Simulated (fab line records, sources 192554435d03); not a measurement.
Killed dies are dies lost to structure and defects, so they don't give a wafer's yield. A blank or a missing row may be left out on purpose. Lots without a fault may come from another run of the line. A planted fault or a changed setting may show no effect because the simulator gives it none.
Which tool did it? | flow n5_finfet | 10 lots, 30 wafers sampled, at 3 steps of a route of 1938

WHAT THE GAUGES READ, wafer by wafer
N5_BEOL_M4_RC_MEAS_101. Usual: CJ_N 4.35, standard deviation 0.084; DIBL_N 36.0 mV/V, standard deviation 1.7; DIBL_P 36.2 mV/V, standard deviation 1.9; IOFF_N 0.154 nA/um, standard deviation 0.028; IOFF_P 0.21 nA/um, standard deviation 0.036; ION_N 675 uA/um, standard deviation 11; ION_P 463 uA/um, standard deviation 8.3; RS_PWELL 3012 ohm/sq, standard deviation 25; SS_N 71.4 mV/dec, standard deviation 0.63; SS_P 73.2 mV/dec, standard deviation 0.55; VT_N 250.2 mV, standard deviation 3; VT_P -251 mV, standard deviation 3.7.
lot  | measured     | on        | CJ_N           | DIBL_N (mV/V)  | DIBL_P (mV/V)  | IOFF_N (nA/um)    | IOFF_P (nA/um) | ION_N (uA/um) | ION_P (uA/um) | RS_PWELL (ohm/sq) | SS_N (mV/dec)  | SS_P (mV/dec)  | VT_N (mV)         | VT_P (mV)      | flag
L612 | day 11 04:26 | prober-02 | 4.44 4.48 4.40 | 32.7 35.9 36.7 | 32.2 34.8 36.0 | 0.103 0.140 0.152 | 0.16 0.19 0.20 | 668 672 678   | 463 457 458   | 2994 2994 2989    | 70.7 70.7 70.6 | 72.2 73.0 73.6 | 255.7 251.5 250.0 | -256 -255 -251 |
L613 | day 10 23:41 | prober-02 | 4.36 4.41 3.88 | 37.7 38.0 34.6 | 38.6 38.8 35.0 | 0.180 0.185 0.132 | 0.23 0.23 0.18 | 685 679 673   | 477 467 463   | 3061 3033 2945    | 71.5 72.4 71.2 | 73.7 73.4 72.3 | 249.5 246.9 252.4 | -247 -248 -249 |
L614 | day 11 22:34 | prober-01 | 4.29 4.33 4.03 | 38.5 34.9 37.4 | 40.8 36.2 39.1 | 0.191 0.124 0.183 | 0.23 0.17 0.21 | 689 654 701   | 469 455 466   | 3015 3027 2949    | 71.7 71.2 71.3 | 73.7 73.0 74.1 | 247.8 255.7 246.0 | -248 -254 -252 |
L615 | day 12 00:50 | prober-02 | 4.39 4.44 4.39 | 34.7 35.7 35.7 | 35.6 36.4 36.5 | 0.134 0.155 0.146 | 0.18 0.20 0.19 | 666 679 674   | 460 461 465   | 3020 3032 3046    | 71.4 71.4 71.2 | 72.7 72.8 72.5 | 252.2 248.9 249.6 | -252 -251 -251 |
L624 | day 13 22:02 | prober-02 | 4.38 4.32 4.38 | 35.8 36.9 35.5 | 34.7 37.0 34.6 | 0.133 0.160 0.142 | 0.21 0.25 0.22 | 668 669 665   | 463 465 466   | 3004 2999 3000    | 70.8 71.2 70.7 | 73.0 73.9 72.5 | 252.7 245.8 247.8 | -247 -246 -248 |
L626 | day 14 18:20 | prober-01 | 4.22 4.23 4.37 | 34.8 32.6 35.5 | 35.1 32.5 35.8 | 0.140 0.105 0.151 | 0.18 0.15 0.20 | 665 658 662   | 452 454 457   | 2978 2980 2974    | 71.5 70.6 70.9 | 73.5 73.3 73.1 | 250.6 256.1 249.8 | -255 -255 -253 |
L627 | day 15 03:25 | prober-02 | 4.35 4.45 4.36 | 37.2 39.3 36.8 | 37.0 38.5 36.7 | 0.177 0.221 0.175 | 0.23 0.26 0.24 | 681 682 687   | 468 466 474   | 3034 3052 3018    | 71.8 72.9 70.9 | 73.7 73.6 74.0 | 250.5 246.6 247.1 | -249 -246 -248 |
L628 | day 15 04:00 | prober-01 | 4.52 4.39 4.41 | 35.2 33.8 36.6 | 32.4 32.5 35.7 | 0.128 0.107 0.150 | 0.17 0.17 0.22 | 662 669 673   | 459 462 466   | 3043 3044 3012    | 70.8 70.2 71.1 | 72.1 72.8 72.9 | 256.1 258.0 251.3 | -253 -255 -248 |
L629 | day 15 06:22 | prober-01 | 4.41 4.42 4.51 | 35.8 36.0 39.1 | 35.9 36.7 38.8 | 0.150 0.158 0.214 | 0.18 0.20 0.23 | 663 665 697   | 453 462 468   | 2999 3008 3019    | 71.1 71.2 71.9 | 72.5 72.8 73.2 | 251.4 247.5 244.7 | -251 -249 -251 |
L632 | day 15 11:02 | prober-02 | 4.43 4.56 4.39 | 36.1 35.9 37.9 | 36.9 34.8 39.6 | 0.145 0.148 0.192 | 0.21 0.19 0.25 | 660 662 697   | 455 456 471   | 3016 3030 3030    | 71.4 71.4 72.3 | 73.0 72.7 73.9 | 253.2 252.0 247.7 | -253 -252 -249 |

WHICH TOOL RAN EACH LOT (tool, then ch and the chambers of the sampled wafers, then the start)
lot  | N5_ZERO_LAYER_PECVD_02         | N5_BEOL_M4_ANNEAL_51
L612 | pecvd-02 ch 0,1, day 2 06:19   | rtp_anneal-01 ch 0, day 11 03:13
L613 | pecvd-02 ch 0,1,2, day 2 12:17 | rtp_anneal-01 ch 0, day 10 22:36
L614 | pecvd-02 ch 0,1, day 2 18:17   | rtp_anneal-02 ch 0, day 11 21:40
L615 | pecvd-01 ch 0,1, day 3 00:17   | rtp_anneal-01 ch 0, day 11 23:50
L624 | pecvd-01 ch 1, day 5 06:19     | rtp_anneal-02 ch 0, day 13 20:56
L626 | pecvd-03 ch 0,1,2, day 5 18:17 | rtp_anneal-01 ch 0, day 14 17:03
L627 | pecvd-02 ch 0,2, day 6 00:17   | rtp_anneal-01 ch 0, day 15 02:26
L628 | pecvd-01 ch 1, day 6 06:17     | rtp_anneal-01 ch 0, day 15 02:55
L629 | pecvd-02 ch 0,1,2, day 6 12:17 | rtp_anneal-01 ch 0, day 15 05:25
L632 | pecvd-03 ch 0,1, day 7 06:17   | rtp_anneal-02 ch 0, day 15 10:08
- N5_ZERO_LAYER_PECVD_02: deposits SiO2 from SiH4/N2O, target thk 10 nm, time 6 s.
- N5_BEOL_M4_ANNEAL_51: time 90 s.

WHAT THE TOOLS THEMSELVES READ (means of the sampled wafers that have a number; where no wafer has one, the mark that the record gives instead)
N5_ZERO_LAYER_PECVD_02. Usual: heater_power_outer_w 463 W, standard deviation 49; heater_power_w 785 W, standard deviation 69; rf_fwd_power_W 273.1 W, standard deviation 0.98; showerhead_plenum_p_Torr 8.14 Torr, standard deviation 0.15.
lot  | tool     | heater_power_outer_w (W) | heater_power_w (W) | rf_fwd_power_W (W) | showerhead_plenum_p_Torr (Torr) | flag
L612 | pecvd-02 | 429                      | 732                | 273.6              | 8.19                            |
L613 | pecvd-02 | 439                      | 758                | 272.4              | 8.17                            |
L614 | pecvd-02 | 430                      | 755                | 273.6              | 8.20                            |
L615 | pecvd-01 | 512                      | 866                | 273.7              | 8.13                            |
L624 | pecvd-01 | 567                      | 932                | 273.0              | 8.14                            |
L626 | pecvd-03 | 485                      | 808                | 272.0              | 8.16                            |
L627 | pecvd-02 | 478                      | 825                | 273.2              | 8.18                            |
L628 | pecvd-01 | 529                      | 890                | 273.8              | 8.15                            |
L629 | pecvd-02 | 455                      | 761                | 273.5              | 8.19                            |
L632 | pecvd-03 | 460                      | 768                | 271.5              | 8.16                            |

N5_BEOL_M4_ANNEAL_51. Usual: wafer_temp_C_max 226.03, standard deviation 0.28.
lot  | tool          | wafer_temp_C_max | flag
L612 | rtp_anneal-01 | 226.30           |
L613 | rtp_anneal-01 | 226.13           |
L614 | rtp_anneal-02 | 225.79           |
L615 | rtp_anneal-01 | 226.28           |
L624 | rtp_anneal-02 | 225.75           |
L626 | rtp_anneal-01 | 226.12           |
L627 | rtp_anneal-01 | 226.05           |
L628 | rtp_anneal-01 | 226.03           |
L629 | rtp_anneal-01 | 226.27           |
L632 | rtp_anneal-02 | 225.87           |

THE ANSWER, worked out from the rows above alone
Rule: a lot is off if the mean of its wafers that have a number lies more than 3 standard deviations from the usual mean. A lot without any number at a reading at which 4 lots or more have one is off too. The other lots that the step has rows for count as sound. The gauges are gone through in route order, then the tools' own readings, and for those a lot's mean is taken as printed above. The first step at which some lot is off is used, and at that step the reading that is off furthest; a lot without a number counts as furthest.
No lot is off at any reading shown: from this, nothing can be told.

WHAT THE SIMULATOR HAD PUT IN
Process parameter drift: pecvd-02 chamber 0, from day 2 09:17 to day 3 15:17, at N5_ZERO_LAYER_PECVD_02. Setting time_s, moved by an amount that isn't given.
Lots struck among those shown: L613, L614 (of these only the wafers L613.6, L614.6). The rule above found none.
